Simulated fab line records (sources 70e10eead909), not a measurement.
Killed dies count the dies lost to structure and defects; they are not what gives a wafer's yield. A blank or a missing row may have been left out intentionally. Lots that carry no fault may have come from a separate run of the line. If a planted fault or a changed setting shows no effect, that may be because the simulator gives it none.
fab line records	flow nand-harc
record lots=11	wafers=33	last-day=33
route steps=1302 shown A_M1@1183 A_BONDPAD@1202 END@1302
lots untouched by any fault: they come from a run of this same line in which no faults occurred
start-h: start of the lot's first displayed wafer, in hours after the record's first day	wait-h: time in hours since the lot's previous step	" unchanged from the row above	L1.1+2: several wafers, shown together as one row	- no value, or no start given	* or withheld: withheld	< > ~ a bound
route shown NAME@n: names a module that has steps shown in the file, with the first one's number in the route	usual: mean/standard deviation taken from wafers without a fault	same: alike in all rows	chamber/n: place in a boat	sites: readings site by site	_std_site: standard deviation of those values	_edge_site: mean of outer sites minus mean of inner sites	radius-mm: how far each site lies from the wafer's centre	mask NAME#n: copy n	behind: tool/chamber where the wafer was last shaped	hold: why the lot went on hold/how many hours it stayed there/how the hold came to an end	device: which transistor (n, p or np) failed to switch	end of line: the route-end tests of the same wafers	step lacking rows: just its recipe	killed: not the wafer's yield, but the dies lost to structure and defects at the first sort	map: the dies of a wafer, with x for killed, . for not killed, _ for no die there
set.NAME: setting as actually run; set.NAME@STEP: the setting as run at that earlier step	model.NAME: the simulator's own value behind a step, which no gauge read
a sample of lots followed through the steps of the route, with each step as a table and each wafer as a row
services: a tool's chamber out of use, with start hour (start-h, from the record's first day; less than 0 if before it), hours out, and reason
## steps
# step NHARC_A_M1_ETCH_35
# recipe target-depth-a=400	overetch-a=120	time-s=43.94	ion-energy-ev=200	n2-flow-sccm=150	h2-flow-sccm=150	ar-flow-sccm=0	rf-w=400	bias-w=150	chemistry=N2/H2
# usual chamber-pressure-mTorr=30.002/0.028	drypump-motor-current-A=5.8/0.46	oes-product-au=1.000/0.011	rf-vpp-V=431.7/2.4	showerhead-plenum-p-Torr=2.09/0.087	throttle-valve-pct=14.173/0.0095
lot.wafer	tool	chamber	start-h	wait-h	chamber-pressure-mTorr	drypump-motor-current-A	oes-product-au	rf-hours-counter-h	rf-vpp-V	showerhead-plenum-p-Torr	throttle-valve-pct
L324.1	rie-diel-08	2	530.64	0.1	30.032	6.5	1.010	7.7	432.7	2.11	14.182
L324.2	"	1	"	"	30.042	5.9	1.004	7.0	426.5	1.93	14.171
L324.6	"	2	"	"	29.986	6.5	1.009	-	430.1	2.11	14.161
L326.4	rie-diel-01	0	541.81	0.1	29.960	5.5	0.993	3.4	434.5	2.18	14.164
L326.3	"	1	"	"	30.043	5.1	0.999	3.6	427.5	1.99	14.200
L326.5	"	1	"	"	30.024	5.1	0.988	-	428.8	1.99	14.176
L327.2	rie-diel-01	3	555.13	0.1	29.991	6.2	1.001	3.5	431.3	2.07	14.173
L327.1	"	0	"	"	29.996	5.5	1.010	4.1	435.5	2.18	14.162
L327.4	"	2	"	"	30.008	6.1	0.998	-	429.6	2.02	14.157
L329.2	rie-diel-04	2	568.82	0.1	30.011	5.4	1.005	1.9	434.2	2.18	14.165
L329.4	"	3	"	"	29.983	5.5	1.012	1.6	429.4	1.99	14.182
L329.3	"	0	"	"	30.007	4.9	1.007	1.4	429.6	2.00	14.179
L332.1	rie-diel-01	0	609.69	0.1	30.012	5.6	1.008	1.3	435.2	2.18	14.166
L332.4	"	2	"	"	30.036	6.1	0.996	1.3	430.4	2.02	14.167
L332.5	"	0	"	"	29.970	5.5	1.009	-	434.1	2.18	14.164
L336.2	rie-diel-04	2	631.71	0.1	29.976	5.4	0.998	5.3	435.6	2.18	14.156
L336.4	"	0	"	"	29.995	4.9	1.004	4.7	430.6	1.99	14.181
L336.5	"	1	"	"	30.011	5.8	1.001	-	433.3	2.17	14.179
L335.2	rie-diel-04	1	632.28	0.1	30.003	5.9	1.007	4.3	433.7	2.17	14.166
L335.3	"	3	"	"	29.977	5.5	1.013	5.0	430.3	1.99	14.177
L335.5	"	0	"	"	29.992	4.9	1.006	-	430.5	1.99	14.172
L340.1	rie-diel-08	1	701.94	0.1	30.005	5.9	1.010	8.3	426.8	1.92	14.173
L340.3	"	3	"	"	29.992	6.3	0.996	9.1	432.9	2.13	14.169
L340.5	"	1	"	"	29.983	5.9	1.006	-	428.2	1.92	14.179
L341.4	rie-diel-01	1	714.07	0.1	30.020	5.1	0.984	3.0	430.0	1.99	14.177
L341.6	"	3	"	"	29.978	6.2	1.023	-	433.4	2.07	14.173
L341.5	"	0	"	"	30.027	5.6	1.001	-	434.5	2.18	14.173
L342.1	rie-diel-01	3	717.34	0.1	30.037	6.2	1.011	3.6	432.0	2.07	14.179
L342.3	"	0	"	"	29.992	5.6	0.998	3.7	435.5	2.18	14.180
L342.5	"	3	"	"	29.987	6.2	1.015	-	430.5	2.07	14.177
L347.4	rie-diel-04	0	742.54	0.1	30.049	4.9	0.997	1.2	429.9	1.99	14.183
L347.2	"	1	"	"	29.989	5.9	0.999	1.3	433.2	2.17	14.176
L347.3	"	3	"	"	30.012	5.4	0.988	1.0	430.3	1.99	14.196
# step NHARC_A_M1_ETCH_28
# recipe target-depth-a=300	over-etch-frac=0.3	time-s=72.99	ion-energy-ev=150	cf4-flow-sccm=50	n2-flow-sccm=100	ar-flow-sccm=150	rf-w=300	bias-w=100	chemistry=CF4/N2
# usual chamber-pressure-mTorr=30.001/0.027	drypump-motor-current-A=5.7/0.46	oes-product-au=0.999/0.011	rf-vpp-V=315.2/1.9	showerhead-plenum-p-Torr=2.68/0.11	throttle-valve-pct=19.794/0.01
lot.wafer	tool	chamber	start-h	wait-h	chamber-pressure-mTorr	drypump-motor-current-A	oes-product-au	rf-hours-counter-h	rf-vpp-V	showerhead-plenum-p-Torr	throttle-valve-pct
L324.2	rie-diel-04	2	-	-	29.987	5.4	1.001	8.4	317.4	2.80	19.791
L324.1	"	0	"	"	29.967	4.9	1.008	8.7	313.3	2.57	19.791
L324.6	"	0	"	"	29.984	4.9	1.013	-	313.6	2.57	19.785
L326.3	rie-diel-04	0	-	-	29.983	4.9	1.012	0.1	313.2	2.57	19.786
L326.4	"	1	"	"	30.020	5.9	0.993	0.1	316.2	2.78	19.792
L326.5	"	3	"	"	30.012	5.5	1.001	-	311.6	2.57	19.788
L327.2	rie-diel-04	3	-	-	29.974	5.5	0.999	1.1	311.8	2.57	19.794
L327.1	"	0	"	"	30.023	4.9	1.011	0.8	314.2	2.57	19.788
L327.4	"	1	"	"	30.040	5.9	1.000	0.9	315.3	2.78	19.775
L329.2	rie-diel-08	3	-	-	30.044	6.2	0.997	1.3	317.0	2.74	19.789
L329.3	"	0	"	"	30.012	5.6	1.016	1.7	317.6	2.81	19.803
L329.4	"	2	"	"	29.987	6.5	0.987	-	316.2	2.71	19.798
L332.4	rie-diel-08	0	-	-	30.088	5.6	1.014	4.6	318.1	2.81	19.806
L332.1	"	1	"	"	30.033	5.9	0.997	4.0	312.3	2.49	19.795
L332.5	"	0	"	"	29.982	5.6	1.013	-	317.6	2.81	19.789
L336.4	rie-diel-01	0	-	-	29.981	5.5	1.014	2.1	318.2	2.80	19.813
L336.2	"	2	"	"	29.986	6.1	0.998	2.0	313.8	2.60	19.792
L336.5	"	0	"	"	30.013	5.5	1.010	-	316.0	2.80	19.760
L335.2	rie-diel-08	0	-	-	29.989	5.6	1.005	5.4	317.5	2.81	19.792
L335.3	"	2	"	"	30.043	6.5	0.994	6.6	315.9	2.71	19.778
L335.5	"	3	"	"	30.031	6.3	0.995	-	316.5	2.74	19.802
L340.1	rie-diel-01	3	-	-	29.991	6.2	1.012	3.5	314.4	2.66	19.805
L340.3	"	1	"	"	30.005	5.1	0.977	2.9	312.1	2.57	19.815
L340.5	"	3	"	"	29.980	6.2	1.022	-	315.7	2.66	19.795
L341.4	rie-diel-08	2	-	-	30.013	6.6	0.993	10.7	315.6	2.70	19.785
L341.6	"	2	"	"	29.999	6.5	0.990	-	315.7	2.70	19.803
L341.5	"	3	"	"	30.034	6.3	0.980	-	316.1	2.74	19.794
L342.3	rie-diel-08	2	-	-	29.986	6.5	0.996	11.5	316.7	2.70	19.797
L342.1	"	1	"	"	29.982	5.9	0.998	10.1	311.3	2.49	19.799
L342.5	"	2	"	"	29.976	6.6	0.997	-	315.6	2.70	19.807
L347.3	rie-diel-04	2	-	-	30.003	5.4	0.994	1.2	316.5	2.79	19.790
L347.4	"	3	"	"	30.037	5.5	0.984	1.1	312.7	2.57	19.786
L347.2	"	0	"	"	29.975	4.9	1.002	1.3	312.9	2.57	19.806
# step NHARC_A_M1_DEP_33
# recipe target-thk-a=300	temp-c=370	target-thk-nm=30	pressure-torr=3	flow-sccm=200	rf-w=450	material=SiCN
# usual chamber-pressure-Torr=3.000/0.0063	heater-power-outer-w=301/49	heater-power-w=543/78
lot.wafer	tool	chamber	start-h	wait-h	chamber-pressure-Torr	heater-power-outer-w	heater-power-w
L324.1	pecvd-01	2	533.42	0.1	3.001	349	646
L324.2	"	0	"	"	2.999	304	604
L324.6	"	0	"	"	3.006	302	586
L326.3	pecvd-03	2	544.48	0.1	3.002	218	380
L326.5	"	1	"	"	3.003	251	471
L326.4	"	0	"	"	2.996	310	544
L327.1	pecvd-01	0	557.83	0.1	2.996	289	574
L327.2	"	1	"	"	3.009	339	626
L327.4	"	2	"	"	3.001	261	531
L329.2	pecvd-01	2	571.55	0.1	2.990	330	627
L329.3	"	0	"	"	3.000	335	637
L329.4	"	0	"	"	3.008	322	617
L332.1	pecvd-03	2	612.40	0.1	3.005	239	411
L332.5	"	1	"	"	2.995	231	461
L332.4	"	2	"	"	3.012	236	415
L336.2	pecvd-03	0	634.40	0.1	3.010	309	531
L336.5	"	2	"	"	3.003	210	386
L336.4	"	0	"	"	3.011	325	529
L335.3	pecvd-03	1	634.92	0.1	3.006	296	517
L335.2	"	2	"	"	2.998	263	444
L335.5	"	0	"	"	2.993	335	577
L340.1	pecvd-01	2	704.61	0.1	2.984	279	558
L340.3	"	0	"	"	3.007	256	526
L340.5	"	0	"	"	3.007	262	505
L341.5	pecvd-04	2	716.84	0.2	3.003	340	593
L341.4	"	0	"	"	2.995	369	606
L341.6	"	1	"	"	2.986	289	544
L342.3	pecvd-03	0	719.98	0.1	2.997	312	531
L342.1	"	1	"	"	2.994	236	451
L342.5	"	0	"	"	3.001	317	528
L347.3	pecvd-03	0	745.18	0.1	2.995	382	620
L347.2	"	1	"	"	3.007	283	519
L347.4	"	2	"	"	2.997	209	391
# step NHARC_A_BONDPAD_DEP_00
# recipe target-thk-a=2500	temp-c=370	target-thk-nm=250	pressure-torr=3	flow-sccm=200	rf-w=450	material=SiCN
# usual chamber-pressure-Torr=2.999/0.007	heater-power-outer-w=318/39	heater-power-w=594/70
lot.wafer	tool	chamber	start-h	wait-h	chamber-pressure-Torr	heater-power-outer-w	heater-power-w
L324.2	pecvd-02	0	533.98	-	3.005	375	711
L324.1	"	1	"	"	3.004	329	576
L324.6	"	1	"	"	2.994	339	576
L326.3	pecvd-02	0	545.07	-	3.002	327	660
L326.4	"	1	"	"	2.997	303	551
L326.5	"	0	"	"	2.997	350	658
L327.2	pecvd-02	2	558.51	-	2.998	317	596
L327.1	"	0	"	"	2.998	375	716
L327.4	"	2	"	"	2.991	323	606
L329.2	pecvd-02	1	572.11	-	3.001	280	523
L329.3	"	2	"	"	3.002	331	631
L329.4	"	0	"	"	3.010	351	669
L332.1	pecvd-01	2	612.87	-	3.014	306	594
L332.5	"	0	"	"	3.006	330	624
L332.4	"	1	"	"	2.993	303	578
L336.2	pecvd-01	2	635.00	-	3.007	270	529
L336.5	"	0	"	"	2.991	283	565
L336.4	"	1	"	"	2.993	274	532
L335.3	pecvd-02	2	635.47	-	2.999	356	636
L335.2	"	0	"	"	2.994	425	797
L335.5	"	2	"	"	2.994	254	508
L340.1	pecvd-03	0	705.16	-	-	-	-
L340.3	"	1	"	"	-	-	-
L340.5	"	0	"	"	-	-	-
L341.5	pecvd-02	0	717.40	-	-	-	-
L341.4	"	1	"	"	-	-	-
L341.6	"	2	"	"	-	-	-
L342.1	pecvd-02	2	720.95	-	-	-	-
L342.3	"	0	"	"	-	-	-
L342.5	"	0	"	"	-	-	-
L347.2	pecvd-01	2	745.74	-	2.989	323	613
L347.3	"	1	"	"	2.999	336	618
L347.4	"	2	"	"	2.988	337	622
# step NHARC_END_SORT_01
# recipe temp-c=25
# usual defect-limited-yield=90/4.1	killed-at-array=63/27	killed-at-other=0.7/1.2	killed-at-periphery=3.1/2	killed-dies=67/28	killed-open=3.0/1.9	killed-short=2.2/1.5
# same gross-dies=677
lot.wafer	tool	chamber	start-h	wait-h	defect-limited-yield[%]	killed-at-array	killed-at-other	killed-at-periphery	killed-dies	killed-open	killed-short
L332.1	prober-02	0	644.34	2.5	79	138	1	5	144	2	5
L332.4	prober-02	0	646.70	3.4	83	111	1	1	113	1	1
L332.5	prober-02	0	647.49	3.7	83	113	0	2	115	0	3
L336.2	prober-02	0	670.38	2.8	95	29	3	1	33	2	2
L336.4	prober-02	0	671.98	3.4	96	26	0	1	27	1	2
L336.5	prober-02	0	672.78	3.7	94	37	0	2	39	3	5
L340.1	prober-02	0	739.56	2.5	0	674	2	1	677	1	2
L340.3	prober-02	0	741.16	3.1	0	669	4	4	677	2	2
L340.5	prober-02	0	742.75	3.7	0	674	0	3	677	2	1
L342.1	prober-01	0	749.84	2.5	0	673	0	4	677	1	2
L342.3	prober-01	0	751.43	3.1	0	674	1	2	677	0	1
L342.5	prober-01	0	753.02	3.7	0	674	0	3	677	2	0
L341.4	prober-02	0	752.17	3.4	0	673	0	4	677	6	1
L341.5	prober-02	0	752.97	3.7	0	673	0	4	677	1	4
L341.6	prober-02	0	753.77	4.0	0	672	0	5	677	2	5
# killed by level:class
L332.1 A_CHANNEL_HOLE_D2:chamber-film-flake=42 A_SLIT:chamber-film-flake=40 A_CHANNEL_HOLE_D1:chamber-film-flake=35 A_STAIRCASE:chamber-film-flake=8 A_WL_FILL:chamber-film-flake=7 A_M0:geometric-particle:open=2 P_GATE:geometric-particle:short=1 P_M1:geometric-particle:short=1
L332.4 A_SLIT:chamber-film-flake=36 A_CHANNEL_HOLE_D2:chamber-film-flake=32 A_CHANNEL_HOLE_D1:chamber-film-flake=22 A_STAIRCASE:chamber-film-flake=8 A_CONTACT:chamber-film-flake=8 A_CHANNEL_FILL_D1:geometric-particle:short=1 A_CHANNEL_FILL_D1:geometric-particle:open=1 P_BONDPAD:chamber-film-flake=1
L332.5 A_CHANNEL_HOLE_D1:chamber-film-flake=33 A_CHANNEL_HOLE_D2:chamber-film-flake=31 A_SLIT:chamber-film-flake=27 A_STAIRCASE:chamber-film-flake=8 A_CONTACT:chamber-film-flake=7 A_CHANNEL_FILL_D1:geometric-particle:short=1 A_ONON_D2:geometric-particle:short=1 A_CHANNEL_FILL_D2:geometric-particle:short=1
L336.2 A_CONTACT:chamber-film-flake=6 A_CHANNEL_HOLE_D1:chamber-film-flake=5 A_DECK1_JOINT:chamber-film-flake=4 A_SLIT:chamber-film-flake=3 A_BLC:chamber-film-flake=3 THIN_TSV:chamber-film-flake=3 A_ZERO_WELL:chamber-film-flake=2 A_CHANNEL_FILL_D1:chamber-film-flake=2
L336.4 A_CHANNEL_HOLE_D1:chamber-film-flake=6 A_SLIT:chamber-film-flake=4 A_CONTACT:chamber-film-flake=4 A_BLC:chamber-film-flake=3 A_CHANNEL_FILL_D1:chamber-film-flake=2 A_STAIRCASE:chamber-film-flake=2 P_CONTACT:geometric-particle:short=1 A_ONON_D1:geometric-particle:short=1
L336.5 A_CHANNEL_HOLE_D1:chamber-film-flake=11 A_CONTACT:chamber-film-flake=5 A_SLIT:chamber-film-flake=3 A_ONON_D1:geometric-particle:short=2 A_ZERO_WELL:chamber-film-flake=2 A_CHANNEL_FILL_D1:chamber-film-flake=2 A_DECK1_JOINT:chamber-film-flake=2 A_STAIRCASE:chamber-film-flake=2
L340.1 A_BONDPAD:area-dep=618 A_SLIT:chamber-film-flake=33 A_CHANNEL_HOLE_D1:chamber-film-flake=10 A_CHANNEL_FILL_D2:chamber-film-flake=5 A_CONTACT:chamber-film-flake=3 A_STAIRCASE:chamber-film-flake=2 THIN_TSV:chamber-film-flake=2 P_CONTACT:geometric-particle:open=1
L340.3 A_BONDPAD:area-dep=607 A_SLIT:chamber-film-flake=34 A_STAIRCASE:chamber-film-flake=9 A_CHANNEL_HOLE_D1:chamber-film-flake=8 A_CHANNEL_FILL_D2:chamber-film-flake=4 A_CONTACT:chamber-film-flake=4 THIN_TSV:chamber-film-flake=4 P_STI:geometric-particle:short=1
L340.5 A_BONDPAD:area-dep=618 A_SLIT:chamber-film-flake=35 A_CHANNEL_HOLE_D1:chamber-film-flake=10 A_CONTACT:chamber-film-flake=5 A_STAIRCASE:chamber-film-flake=3 P_M0:geometric-particle:open=1 A_CHANNEL_FILL_D1:geometric-particle:short=1 A_M0:geometric-particle:open=1
L342.1 A_BONDPAD:area-dep=613 A_SLIT:chamber-film-flake=34 A_CHANNEL_HOLE_D1:chamber-film-flake=10 A_CONTACT:chamber-film-flake=10 A_DECK1_JOINT:chamber-film-flake=2 P_M0:geometric-particle:short=1 A_ONON_D2:geometric-particle:open=1 A_CHANNEL_FILL_D2:geometric-particle:short=1
L342.3 A_BONDPAD:area-dep=626 A_SLIT:chamber-film-flake=23 A_CHANNEL_HOLE_D1:chamber-film-flake=12 A_CONTACT:chamber-film-flake=12 P_STI:chamber-film-flake=2 A_M0:geometric-particle:short=1 THIN_TSV:chamber-film-flake=1
L341.4 A_BONDPAD:area-dep=627 A_SLIT:chamber-film-flake=22 A_SGD_CUT:chamber-film-flake=10 A_CHANNEL_HOLE_D1:chamber-film-flake=8 P_M0:geometric-particle:open=2 P_CONTACT:geometric-particle:open=1 P_M0:geometric-particle:short=1 A_ONON_D1:geometric-particle:open=1
L341.5 A_BONDPAD:area-dep=624 A_SLIT:chamber-film-flake=29 A_CHANNEL_HOLE_D1:chamber-film-flake=10 A_SGD_CUT:chamber-film-flake=6 P_STI:chamber-film-flake=2 P_M0:geometric-particle:short=1 P_M2:geometric-particle:short=1 A_DECK1_JOINT:geometric-particle:short=1
L342.5 A_BONDPAD:area-dep=630 A_SLIT:chamber-film-flake=21 A_CHANNEL_HOLE_D1:chamber-film-flake=8 A_CONTACT:chamber-film-flake=6 A_ZERO_WELL:chamber-film-flake=4 A_STAIRCASE:chamber-film-flake=2 A_DECK1_JOINT:geometric-particle:open=1 A_M0:geometric-particle:open=1
L341.6 A_BONDPAD:area-dep=622 A_SLIT:chamber-film-flake=31 A_CHANNEL_HOLE_D1:chamber-film-flake=9 A_SGD_CUT:chamber-film-flake=3 P_M0:geometric-particle:short=2 P_STI:chamber-film-flake=2 P_M0:geometric-particle:open=1 A_CHANNEL_FILL_D1:geometric-particle:short=1
## services
tool	chamber	start-h	hours	kind
rie-diel-04	3	523.65	7.9	repair
rie-diel-04	-	531.90	9.0	pm
rie-diel-08	-	545.00	9.0	pm
pecvd-03	-	547.50	13.0	pm
rie-diel-01	1	549.92	6.3	repair
rie-diel-01	-	557.80	9.0	pm
rie-diel-08	1	566.78	5.1	repair
rie-diel-01	1	569.85	12.2	repair
pecvd-01	1	575.67	4.5	repair
pecvd-02	-	589.26	13.0	pm
pecvd-03	2	596.29	3.0	repair
rie-diel-04	1	602.61	19.7	repair
pecvd-04	-	631.45	13.0	pm
pecvd-03	-	640.59	1.1	repair
rie-diel-08	1	669.36	9.8	repair
pecvd-01	-	673.67	13.0	pm
pecvd-02	2	675.39	4.0	repair
rie-diel-08	3	681.31	1.7	repair
rie-diel-04	0	683.46	3.4	repair
rie-diel-08	0	697.74	14.3	repair
rie-diel-04	-	708.90	9.0	pm
rie-diel-08	-	722.00	9.0	pm
pecvd-03	-	728.50	13.0	pm
rie-diel-01	-	734.80	9.0	pm
## key
first-sign step=NHARC_A_BONDPAD_DEP_00	reading=tool-record	direction=missing
effect step=NHARC_END_SORT_01	reading=killed-at-array	direction=up	sigmas=22	usual=63	struck=673
more-kills-born-at NHARC_A_BONDPAD_DEP_00@pecvd-02=3742	NHARC_A_BONDPAD_DEP_00@pecvd-03=1843
met-at NHARC_A_BONDPAD_DEP_00
struck-lots L340,L341,L342
later-rows-left-out L340.1,L340.3,L340.5,L341.4,L341.5,L341.6,L342.1,L342.3,L342.5
not-acting-at NHARC_A_M1_ETCH_35,NHARC_A_M1_ETCH_28,NHARC_A_M1_DEP_33
onset-between 635.47 705.16
fault kind=skipped-step-whole	tool=pecvd-02,pecvd-03	chamber=-	onset-h=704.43	steps=NHARC_A_BONDPAD_DEP_00	scope=struck-lots-only
# later-rows-left-out: the simulator's readings of these wafers behind a module that went badly wrong aren't trusted and aren't shown, but for the sort
